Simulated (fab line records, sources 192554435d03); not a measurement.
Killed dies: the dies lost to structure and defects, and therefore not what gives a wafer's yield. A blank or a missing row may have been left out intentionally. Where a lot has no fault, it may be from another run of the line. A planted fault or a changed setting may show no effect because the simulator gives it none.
fab line records	flow n5Finfet
record: lots: 6	wafers: 16	lastDay: 18
route steps=1938 shown SDB@356 BEOL_M4@1111 PASSIVATION@1936
lots that met no fault: taken from a fault-free run of the same line
startH: hours from the record's first day to the start of the lot's first wafer shown	waitH: how many hours have passed since the lot's step before this one	" repeats the value in the row above	L1.1+2: one row covering several wafers at once	- either no value or no given start	* or withheld: withheld	< > ~ a bound
route shown NAME@n: NAME is a module with steps in the file, n the number in the route of the first one	usual: mean/standard deviation taken from wafers without a fault	same: alike in all rows	chamber/n: place in a boat	sites: the reading at each site	_std_site: the values' standard deviation	_edge_site: outer sites' mean less inner sites'	radiusMm: for every site, how far away it sits from the centre of the wafer	mask NAME#n: copy n	behind: tool/chamber where the wafer was last shaped	hold: what put the lot on hold/how long, in hours/how the hold closed	device: the transistor (n, p or np) that didn't switch	end of line: at the end of the route, the tests of the same wafers	a step without rows: its recipe alone	killed: not the wafer's yield, but the dies lost to structure and defects at the first sort	map: shows each die of a wafer: x if killed, . if not, _ if none is there
set.NAME: the run value of the setting; set.NAME@STEP: its run value at that earlier step	model.NAME: the simulator's own value behind a step, which no gauge read
a table for each step, a row for each wafer; lots at some steps of the route
services: the hour from which a tool's chamber was out of use, counted from the record's first day as startH (under 0 if before that day), plus the number of hours and why
== steps ==
step: N5_SDB_CD_MEAS_11
recipe: targetCdNm: 50	landingEnergyEv: 500	detector: seInlens	polarity: opening
usual: cdNm: 50.9/1.3
lot.wafer	tool	chamber	startH	waitH	cdNm
L261.1	cdSem-02	0	101.71	-	49.4
L261.2	"	0	"	"	49.3
L261.4	"	0	"	"	49.6
L262.2	cdSem-01	0	108.82	-	51.6
L262.4	"	0	"	"	52.7
L262.5	"	0	"	"	51.5
L269.1	cdSem-01	0	149.21	-	49.3
L269.6	"	0	"	"	51.7
L270.1	cdSem-03	0	155.50	-	48.5
L270.6	"	0	"	"	50.2
L274.1	cdSem-02	0	182.16	-	49.4
L274.2	"	0	"	"	48.8
L274.5	"	0	"	"	50.0
L277.1	cdSem-03	0	198.10	-	51.2
L277.5	"	0	"	"	50.5
L277.6	"	0	"	"	50.5
step: N5_SDB_OVL_MEAS_12
recipe: pointsPerWafer: 44
usual: SDB_OVL: -0.2/0.71
lot.wafer	tool	chamber	startH	waitH	SDB_OVL[nm]
L261.1	overlay-01	0	101.74	0.0	-0.1
L261.2	"	0	"	"	-0.7
L261.4	"	0	"	"	0.1
L262.2	overlay-02	0	108.84	0.0	-0.2
L262.4	"	0	"	"	0.3
L262.5	"	0	"	"	-0.6
L269.1	overlay-01	0	149.24	0.0	0.3
L269.6	"	0	"	"	0.7
L270.1	overlay-01	0	155.53	0.0	0.3
L270.6	"	0	"	"	0.1
L274.1	overlay-01	0	182.19	0.0	-1.3
L274.2	"	0	"	"	-1.2
L274.5	"	0	"	"	-0.9
L277.1	overlay-02	0	198.13	0.0	-1.0
L277.5	"	0	"	"	-1.2
L277.6	"	0	"	"	-1.3
step: N5_SDB_INSPECT_13
recipe: mode: adi	inspectInstrument: brightfield
usual: rawDefectCount: 93/47
lot.wafer	tool	chamber	startH	waitH	rawDefectCount
L261.1	defectInspect-01	-	101.76	0.0	90
L261.2	"	-	"	"	59
L261.4	"	-	"	"	43
L262.2	defectInspect-01	-	108.87	0.0	47
L262.4	"	-	"	"	55
L262.5	"	-	"	"	131
L269.1	defectInspect-02	-	149.26	0.0	68
L269.6	"	-	"	"	52
L270.1	defectInspect-02	-	155.55	0.0	60
L270.6	"	-	"	"	46
L274.1	defectInspect-01	-	182.22	0.0	162
L274.2	"	-	"	"	192
L274.5	"	-	"	"	177
L277.1	defectInspect-01	-	198.15	0.0	184
L277.5	"	-	"	"	60
L277.6	"	-	"	"	93
step: N5_SDB_DESCUM_16
recipe: chemistry: O2	timeS: 7.9	sourcePowerW: 50	biasPowerW: 20	pressureMtorr: 20	rfFrequencyHz: 2.712e+07	tempC: 40	resist: CAR-ArF	o2FlowSccm: 225
step: N5_SDB_ETCH_17
recipe: chemistry: CF4	target: SiARC	targetDepthA: 234	maskMaterial: CAR-ArF	timeS: 39	ionEnergyEv: 80	pressureMtorr: 40	sourceW: 545	biasW: 36	Ar_flow_sccm: 100	cf4FlowSccm: 100	ends: cleared
usual: biasW: 35.98/0.12	drypumpMotorCurrentA: 5.5/0.42	etchRfOnTimeS: 39.1/1.2	mfcArSccm: 100.01/0.29	oesProductAu: 0.68/0.082	rfVppV: 184.2/1.3	showerheadPlenumPTorr: 2.16/0.079	throttleValvePct: 15.64/0.29
lot.wafer	tool	chamber	startH	waitH	biasW	drypumpMotorCurrentA	etchRfOnTimeS	mfcArSccm	oesProductAu	rfHoursCounterH	rfVppV	showerheadPlenumPTorr	throttleValvePct
L261.1	rieDiel-05	3	101.83	0.0	35.98	6.3	39.2	100.14	0.59	249	184.1	2.13	15.69
L261.2	"	2	"	"	35.94	5.7	38.6	99.36	0.60	201	184.4	2.11	15.78
L261.4	"	1	"	"	36.03	5.6	39.2	100.27	0.71	86	182.6	2.08	15.63
L262.2	rieDiel-01	1	108.94	0.0	36.04	5.0	38.3	99.84	0.61	194	185.1	2.22	15.96
L262.4	"	0	"	"	36.09	5.8	40.6	100.50	0.57	234	184.0	2.20	16.00
L262.5	"	3	"	"	36.00	5.6	39.5	100.46	0.69	-	184.8	2.16	15.30
L269.1	rieDiel-03	1	149.33	0.0	35.91	5.0	38.5	100.13	0.59	247	181.2	2.03	15.91
L269.6	"	1	"	"	36.06	5.0	38.8	100.13	0.58	-	180.7	2.03	15.92
L270.1	rieDiel-03	1	156.07	0.0	35.83	5.0	38.2	100.29	0.59	249	181.7	2.03	15.89
L270.6	"	2	"	"	35.83	6.0	36.7	100.10	0.80	-	184.3	2.27	15.27
L274.1	rieDiel-03	3	182.29	0.0	35.98	5.4	41.9	100.13	0.67	87	185.9	2.25	15.51
L274.2	"	2	"	"	35.86	6.0	37.4	100.04	0.77	40	184.3	2.27	15.30
L274.5	"	2	"	"	35.88	6.0	37.4	100.24	0.77	-	185.8	2.27	15.31
L277.1	rieDiel-03	1	198.22	0.0	35.99	5.0	36.7	99.89	0.83	5	186.0	2.28	15.45
L277.5	"	3	"	"	36.10	5.5	41.5	99.46	0.67	-	184.9	2.24	15.53
L277.6	"	0	"	"	36.21	5.5	40.0	100.22	0.61	-	182.5	2.05	16.03
step: N5_SDB_ETCH_18
recipe: chemistry: N2/H2	target: SOC	targetDepthA: 1000	overetchA: 200	maskMaterial: SiARC	tempC: 40	timeS: 150	ionEnergyEv: 200	pressureMtorr: 30	sourceW: 840	biasW: 150	n2FlowSccm: 200	h2FlowSccm: 200
step: N5_SDB_STRIP_19
recipe: chemistry: N2/H2	tempC: 40	n2FlowSccm: 200	h2FlowSccm: 200	rfFrequencyHz: 6e+07
step: N5_SDB_STRIP_21
recipe: chemistry: CF4	resist: SiARC	powerW: 300	biasPowerW: 75	pressureMtorr: 50	cf4FlowSccm: 150	rfFrequencyHz: 6e+07
usual: drypumpMotorCurrentA: 5.5/0.43	oesProductAu: 0.78/0.089	rfVppV: 271.3/1.6	showerheadPlenumPTorr: 1.80/0.063	throttleValvePct: 13.6/0.32
lot.wafer	tool	chamber	startH	waitH	drypumpMotorCurrentA	oesProductAu	rfHoursCounterH	rfVppV	showerheadPlenumPTorr	throttleValvePct
L261.1	rieDiel-05	3	102.00	0.0	6.3	0.69	250	271.0	1.77	13.6
L261.2	"	2	"	"	5.7	0.69	201	270.2	1.77	13.8
L261.4	"	1	"	"	5.6	0.81	86	269.2	1.75	13.6
L262.2	rieDiel-01	1	109.11	0.0	5.0	0.70	194	271.4	1.86	13.9
L262.4	"	0	"	"	5.8	0.68	234	271.4	1.84	14.0
L262.5	"	3	"	"	5.6	0.80	-	270.6	1.80	13.2
L269.1	rieDiel-03	1	149.50	0.0	5.0	0.68	247	268.0	1.70	13.9
L269.6	"	1	"	"	5.0	0.68	-	269.5	1.70	13.9
L270.1	rieDiel-03	1	156.25	0.0	5.0	0.68	249	267.9	1.70	13.9
L270.6	"	2	"	"	6.0	0.88	-	272.4	1.89	13.2
L274.1	rieDiel-03	3	182.46	0.0	5.4	0.81	87	271.9	1.88	13.5
L274.2	"	2	"	"	6.0	0.86	40	273.8	1.88	13.2
L274.5	"	2	"	"	6.0	0.86	-	273.0	1.88	13.2
L277.1	rieDiel-03	1	198.40	0.0	5.0	0.92	5	273.9	1.91	13.4
L277.5	"	3	"	"	5.4	0.81	-	274.2	1.87	13.5
L277.6	"	0	"	"	5.5	0.71	-	270.0	1.71	14.0
step: N5_SDB_HM_OPEN_20
recipe: chemistry: CH3F/O2	target: SiNx	maskMaterial: SOC	targetDepthA: 240	stopOn: poly-Si	overEtchFrac: 0.4	ionEnergyEv: 120	pressureMtorr: 30	sourceW: 395	biasW: 73	Ar_flow_sccm: 150	CH3F_flow_sccm: 30	O2_flow_sccm: 20
usual: biasW: 73.01/0.22	drypumpMotorCurrentA: 5.5/0.42	mfcArSccm: 150.0/0.41	oesProductAu: 0.65/0.074	rfVppV: 298/9.4	showerheadPlenumPTorr: 2.02/0.081	throttleValvePct: 16.40/0.28
lot.wafer	tool	chamber	startH	waitH	biasW	drypumpMotorCurrentA	mfcArSccm	oesProductAu	rfHoursCounterH	rfVppV	showerheadPlenumPTorr	throttleValvePct
L261.1	rieDiel-05	3	102.02	0.0	73.38	6.3	149.2	0.57	250	305	2.00	16.48
L261.2	"	2	"	"	72.91	5.8	149.4	0.56	201	285	1.96	16.45
L261.4	"	1	"	"	72.96	5.6	149.5	0.68	86	313	1.93	16.29
L262.2	rieDiel-01	1	109.13	0.0	72.83	5.0	150.0	0.58	194	285	2.07	16.65
L262.4	"	0	"	"	73.49	5.8	150.2	0.57	234	295	2.07	16.79
L262.5	"	3	"	"	72.93	5.6	150.1	0.68	-	302	2.03	16.10
L269.1	rieDiel-03	1	149.52	0.0	73.17	5.0	149.9	0.55	247	297	1.89	16.64
L269.6	"	1	"	"	73.55	5.0	149.5	0.57	-	296	1.89	16.63
L270.1	rieDiel-03	1	156.27	0.0	72.48	5.0	149.1	0.56	249	297	1.89	16.62
L270.6	"	2	"	"	73.33	6.0	149.6	0.73	-	307	2.14	16.08
L274.1	rieDiel-03	3	182.48	0.0	72.98	5.5	150.2	0.67	87	308	2.11	16.29
L274.2	"	2	"	"	73.00	6.0	149.8	0.71	40	305	2.14	16.11
L274.5	"	2	"	"	73.08	6.0	149.8	0.73	-	306	2.14	16.13
L277.1	rieDiel-03	1	198.42	0.0	73.36	5.0	150.1	0.77	5	303	2.14	16.19
L277.5	"	3	"	"	72.97	5.4	150.0	0.66	-	309	2.11	16.30
L277.6	"	0	"	"	73.21	5.5	149.8	0.58	-	293	1.91	16.81
step: N5_SDB_STRIP_22
recipe: chemistry: N2/H2	powerW: 1000	tempC: 250	h2Frac: 0.65	overashFraction: 0.3	pressureMtorr: withheld	n2FlowSccm: 1750	h2FlowSccm: 3250
usual: drypumpMotorCurrentA: 5.4/0.37	heaterPowerW: 346/30	oesProductAu: 0.715/0.0047	stripTimeToEndpointS: 96.3/0.42
lot.wafer	tool	chamber	startH	waitH	drypumpMotorCurrentA	heaterPowerW	oesProductAu	rfHoursCounterH	stripTimeToEndpointS
L261.1	plasmaAsher-01	1	102.14	0.1	5.7	311	0.715	44	96.7
L261.2	"	0	"	"	5.7	336	0.719	44	97.2
L261.4	"	1	"	"	5.7	309	0.724	-	96.5
L262.2	plasmaAsher-01	1	109.21	0.1	5.7	312	0.717	45	96.0
L262.4	"	1	"	"	5.6	303	0.714	-	96.7
L262.5	"	1	"	"	5.7	302	0.719	-	96.6
L269.1	plasmaAsher-02	0	149.60	0.1	4.8	370	0.721	101	96.6
L269.6	"	0	"	"	4.8	365	0.715	-	96.5
L270.1	plasmaAsher-02	1	156.35	0.1	5.1	381	0.715	103	96.4
L270.6	"	1	"	"	5.1	379	0.711	-	95.7
L274.1	plasmaAsher-02	0	182.56	0.1	4.8	364	0.717	111	97.2
L274.2	"	1	"	"	5.1	385	0.713	111	95.8
L274.5	"	1	"	"	5.2	385	0.719	-	95.7
L277.1	plasmaAsher-01	1	198.50	0.1	5.6	308	0.713	57	95.2
L277.5	"	0	"	"	5.7	331	0.709	-	96.4
L277.6	"	1	"	"	5.7	314	0.713	-	96.2
step: N5_SDB_PRECLEAN_23
recipe: chemistry: dHF	timeS: 30	tempC: 25	dilution: withheld
step: N5_SDB_DUMMY_REMOVE_24
recipe: chemistry: TMAH	tempC: 70	target: poly-Si	stopOn: SiO2	targetDepthNm: 142	concWtPct: 5	timeS: 57	dry: ipaMarangoni	rinseTimeS: 30	rinseTempC: 23
step: N5_SDB_ETCH_25
recipe: chemistry: C4F6/O2	target: SiO2	targetDepthA: 100	timeS: 3.3	ionEnergyEv: 250	maskMaterial: SiNx	pressureMtorr: 30	sourceW: 345	biasW: 185	Ar_flow_sccm: 300	C4F6_flow_sccm: 10	O2_flow_sccm: 10
usual: biasW: 185.0/0.53	drypumpMotorCurrentA: 5.5/0.45	mfcArSccm: 300.0/0.88	oesProductAu: 0.80/0.11	rfVppV: 666/21	showerheadPlenumPTorr: 2.87/0.11	throttleValvePct: 21.22/0.27
lot.wafer	tool	chamber	startH	waitH	biasW	drypumpMotorCurrentA	mfcArSccm	oesProductAu	rfHoursCounterH	rfVppV	showerheadPlenumPTorr	throttleValvePct	model.etch.depthNm
L261.1	rieDiel-05	2	102.36	0.0	184.9	5.8	298.1	0.69	201	641	2.78	21.14	9.815
L261.2	"	1	"	"	184.5	5.6	299.5	0.83	86	701	2.75	21.12	10.01
L261.4	"	0	"	"	184.9	4.7	300.3	0.94	10	651	2.93	20.94	10.17
L262.2	rieDiel-03	2	109.43	0.0	184.0	6.0	300.0	0.93	19	686	3.04	21.01	10.45
L262.4	"	2	"	"	185.1	6.0	299.6	0.94	-	685	3.04	20.98	10.46
L262.5	"	0	"	"	184.8	5.5	299.5	0.74	-	660	2.74	21.68	10.06
L269.1	rieDiel-05	1	149.82	0.0	185.2	5.6	299.9	0.80	106	701	2.74	21.14	13.56
L269.6	"	3	"	"	184.4	6.3	300.6	0.95	-	684	2.84	20.85	10.12
L270.1	rieDiel-05	1	156.80	0.3	185.5	5.6	299.1	0.80	109	703	2.74	21.14	13.74
L270.6	"	2	"	"	185.5	5.8	298.9	0.68	-	641	2.77	21.17	9.933
L274.1	rieDiel-03	2	182.78	0.0	184.2	6.0	300.6	0.91	40	683	3.03	21.03	10.59
L274.2	"	1	"	"	184.9	5.0	300.1	0.98	0	676	3.04	21.13	10.23
L274.5	"	3	"	"	185.1	5.4	299.1	0.79	-	693	2.99	21.14	9.629
L277.1	rieDiel-03	2	198.72	0.0	184.4	6.0	300.4	0.89	45	683	3.03	21.02	10.48
L277.5	"	0	"	"	185.2	5.5	299.1	0.71	-	661	2.73	21.72	9.901
L277.6	"	1	"	"	185.0	5.0	299.8	0.96	-	677	3.04	21.12	10.42
step: N5_SDB_CUT_ETCH_26
recipe: chemistry: HBr/Cl2/O2	target: Si	targetDepthA: 1296	btTimeS: 20	maskMaterial: SiNx	timeS: 51.8	ionEnergyEv: *	biasW: *	pressureMtorr: 10	icpW: 800	HBr_flow_sccm: 150	Cl2_flow_sccm: 80	O2_flow_sccm: 12
usual: biasW: *	drypumpMotorCurrentA: 5.5/0.4	oesProductAu: 0.999/0.015	throttleValvePct: 37.3/0.46
lot.wafer	tool	chamber	startH	waitH	biasW	drypumpMotorCurrentA	oesProductAu	rfHoursCounterH	throttleValvePct
L261.1	rieSi-06	3	102.45	0.1	*	5.0	1.001	7	37.6
L261.2	"	0	"	"	*	5.7	1.002	132	37.4
L261.4	"	2	"	"	*	6.1	0.999	1	37.5
L262.2	rieSi-06	1	109.51	0.1	*	5.7	0.973	22	37.5
L262.4	"	2	"	"	*	6.1	0.996	1	37.5
L262.5	"	1	"	"	*	5.7	0.981	-	37.5
L269.1	rieSi-03	2	149.91	0.1	*	5.6	1.021	61	37.6
L269.6	"	3	"	"	*	4.8	0.999	-	37.5
L270.1	rieSi-05	1	156.89	0.1	*	6.1	1.013	65	37.4
L270.6	"	3	"	"	*	5.0	0.993	-	36.4
L274.1	rieSi-03	2	182.87	0.1	*	5.6	1.023	62	37.6
L274.2	"	0	"	"	*	5.6	0.993	23	37.1
L274.5	"	1	"	"	*	5.4	1.011	-	36.3
L277.1	rieSi-05	2	198.80	0.1	*	5.6	1.015	10	37.1
L277.5	"	3	"	"	*	5.1	0.992	-	36.4
L277.6	"	2	"	"	*	5.6	1.019	-	37.1
step: N5_BEOL_M4_RC_MEAS_101
usual: DIBL_N: 37.5/2.5	DIBL_P: 38/3.1	IOFF_N: 0.19/0.059	IOFF_P: 0.24/0.061	ION_N: 679/16	ION_P: 465/9.8	SS_N: 72.0/0.8	SS_P: 73.7/0.86	VT_N: 248/4.5	VT_P: -249/3.5
lot.wafer	tool	chamber	startH	waitH	DIBL_N[mV/V]	DIBL_P[mV/V]	IOFF_N[nA/um]	IOFF_P[nA/um]	ION_N[uA/um]	ION_P[uA/um]	SS_N[mV/dec]	SS_P[mV/dec]	VT_N[mV]	VT_P[mV]
L261.1	prober-01	0	215.28	0.0	39.4	41	0.22	0.28	692	471	72.9	74.1	248	-248
L261.2	"	0	"	"	42.2	45	0.33	0.38	704	473	73.8	75.4	241	-243
L261.4	"	0	"	"	42.3	44	0.35	0.34	714	472	74.2	75.5	240	-243
L262.2	prober-02	0	221.82	0.2	36.5	38	0.18	0.23	688	464	71.6	73.3	248	-251
L262.4	"	0	"	"	32.1	32	0.10	0.15	636	444	70.5	72.4	257	-254
L262.5	"	0	"	"	35.6	36	0.17	0.20	677	459	72.0	73.3	245	-253
L270.1	prober-01	0	258.07	0.0	35.2	38	0.15	0.23	654	453	71.0	72.2	251	-247
L270.6	"	0	"	"	37.7	40	0.23	0.27	679	459	72.7	74.4	244	-248
L269.1	prober-02	0	258.90	0.0	35.8	33	0.14	0.19	671	466	72.7	72.6	249	-251
L269.6	"	0	"	"	39.1	37	0.20	0.23	669	459	74.1	73.6	253	-251
L274.1	prober-02	0	287.84	0.0	35.9	35	0.16	0.20	680	467	71.3	72.4	251	-252
L274.2	"	0	"	"	39.5	39	0.25	0.27	697	469	72.4	74.1	241	-250
L274.5	"	0	"	"	37.6	37	0.19	0.24	690	466	71.6	73.2	246	-247
L277.1	prober-02	0	311.96	0.0	37.4	39	0.18	0.22	683	461	72.1	73.8	248	-250
L277.5	"	0	"	"	33.9	35	0.13	0.18	666	458	71.2	73.1	251	-252
L277.6	"	0	"	"	38.7	41	0.22	0.27	686	469	72.9	74.3	249	-248
step: N5_PASSIVATION_PROBE_49
usual: defectLimitedYield: 91.0/1.4	killed_at_M0_to_M3: 35/10	killed_at_M4_up: 14/5.5	killedAtContacts: 13/5.6	killedAtFrontEnd: 41/11	killedAtOther: 4/3.4	killedDies: 106/16	killedOpen: 68/12	killedShort: 35/7.3	sort_bin_4_leakage: 0.3/2.1	sort_bin_5_function: 5.3/0.89	sort_bin_6_memory: 3.4/0.67	sort_bin_8_speed: 0.01/0.11	sortNPass: 1070/28	sortYieldPct: 90.7/2.4
same: grossDies: 1180	killedAtBackSide: 0
lot.wafer	tool	chamber	startH	waitH	defectLimitedYield[%]	killed_at_M0_to_M3	killed_at_M4_up	killedAtContacts	killedAtFrontEnd	killedAtOther	killedDies	killedOpen	killedShort	sort_bin_4_leakage[%]	sort_bin_5_function[%]	sort_bin_6_memory[%]	sort_bin_8_speed[%]	sortNPass	sortYieldPct[%]
L262.2	prober-01	-	320.00	0.1	91.5	39	15	4	31	11	100	58	37	0	5.0	2.9	0	1080	91.5
L262.4	prober-01	-	320.10	0.2	91.9	39	11	11	32	3	96	59	33	0	5.2	2.7	1.36	1068	90.5
L262.5	prober-01	-	320.15	0.2	92.3	43	6	9	26	7	91	54	32	0	4.3	3.1	0	1089	92.3
L270.1	prober-01	-	374.50	0.0	90.7	34	10	22	36	8	110	64	43	0	4.9	3.9	0	1070	90.7
L270.6	prober-01	-	374.75	0.3	90.3	44	16	21	30	4	115	79	32	0	5.7	3.9	0	1065	90.3
L274.5	prober-02	-	403.22	0.2	91.6	40	14	5	36	4	99	58	38	0	5.5	2.6	0	1081	91.6
killed by level:class
L262.2 STI_FIN_REVEAL:geometricParticle:open=8 BEOL_M1:geometricParticle:open=8 BEOL_M0_SAQP:geometricParticle:short=7 BEOL_M4:geometricParticle:open=7 BEOL_M0_SAQP:geometricParticle:open=6 BEOL_M3:geometricParticle:open=6 FIN_SAQP:geometricParticle:open=5 STARTING-WAFER:geometricParticle:short=5
L262.4 BEOL_M0_SAQP:geometricParticle:short=15 BEOL_M0_SAQP:geometricParticle:open=13 MOL_CONTACT_COAG:geometricParticle:open=9 FIN_SAQP:geometricParticle:open=7 BEOL_M4:geometricParticle:open=6 FIN_SAQP:geometricParticle:short=5 BEOL_M1:geometricParticle:open=4 STARTING-WAFER:geometricParticle:open=4
L262.5 BEOL_M0_SAQP:geometricParticle:open=12 BEOL_M0_SAQP:geometricParticle:short=10 MOL_CONTACT_COAG:geometricParticle:open=7 BEOL_M0:geometricParticle:open=6 FIN_SAQP:geometricParticle:short=5 PASS1_CAP:geometricParticle:short=5 BEOL_M1:geometricParticle:open=5 BEOL_M3:geometricParticle:open=5
L270.1 MOL_CONTACT_COAG:geometricParticle:open=17 STI_FIN_REVEAL:geometricParticle:open=8 BEOL_M3:geometricParticle:open=8 BEOL_M0_SAQP:geometricParticle:open=8 BEOL_M0_SAQP:geometricParticle:short=8 GATE_CUT:geometricParticle:short=6 STARTING-WAFER:geometricParticle:short=6 MOL_CONTACT_COAG:geometricParticle:short=5
L270.6 MOL_CONTACT_COAG:geometricParticle:open=17 BEOL_M1:geometricParticle:open=10 BEOL_M0_SAQP:geometricParticle:open=9 BEOL_M0_SAQP:geometricParticle:short=9 FIN_SAQP:geometricParticle:open=7 BEOL_M4:geometricParticle:open=7 FIN_SAQP:geometricParticle:short=6 BEOL_M2:geometricParticle:open=5
L274.5 BEOL_M2:geometricParticle:open=12 FIN_SAQP:geometricParticle:short=8 STI_FIN_REVEAL:geometricParticle:open=7 BEOL_M0_SAQP:geometricParticle:short=7 BEOL_M4:geometricParticle:open=7 BEOL_M3:geometricParticle:open=5 FIN_SAQP:geometricParticle:open=4 GATE_CUT:geometricParticle:short=4
== services ==
tool	chamber	startH	hours	kind
rieDiel-05	2	79.97	7.6	repair
plasmaAsher-02	-	84.72	2.5	repair
rieDiel-01	3	91.95	1.8	repair
rieSi-03	3	98.87	5.6	repair
rieDiel-03	3	102.94	20.2	repair
rieDiel-05	3	103.52	-	clean
rieDiel-05	3	103.52	-	consumableReplace:focusRing
rieDiel-05	3	103.52	14.9	scheduledDown
rieDiel-05	3	103.52	14.9	ventCycle
rieDiel-03	2	110.03	1.3	repair
rieDiel-03	-	114.49	14.6	pm
rieDiel-01	3	120.80	2.2	repair
rieDiel-01	1	123.00	5.2	repair
rieDiel-01	0	141.30	-	clean
rieDiel-01	0	141.30	-	consumableReplace:focusRing
rieDiel-01	0	141.30	18.6	scheduledDown
rieDiel-03	1	157.81	-	clean
rieDiel-03	1	157.81	-	consumableReplace:focusRing
rieDiel-03	1	157.81	-	consumableReplace:showerhead
rieDiel-03	1	157.81	22.6	scheduledDown
rieDiel-03	1	157.81	22.6	ventCycle
plasmaAsher-01	-	167.89	10.1	repair
rieDiel-03	0	167.94	1.8	repair
rieSi-05	2	186.49	2.9	repair
== key ==
firstSign none at tools or gauges
modelEffect: step: N5_SDB_ETCH_25	value: etch.depthNm	without: 9.955	struck: 13.65
metAt N5_SDB_ETCH_25
struckWafers L269.1,L270.1
onsetBetween 102.36 149.82
fault: kind: processParameterDrift	tool: rieDiel-05	chamber: -	onsetH: 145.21	steps: N5_SDB_ETCH_25	channel: timeS	offset: *	shape: step	endH: 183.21	scope: struckWafersOnly	actsIn: *	stated: *
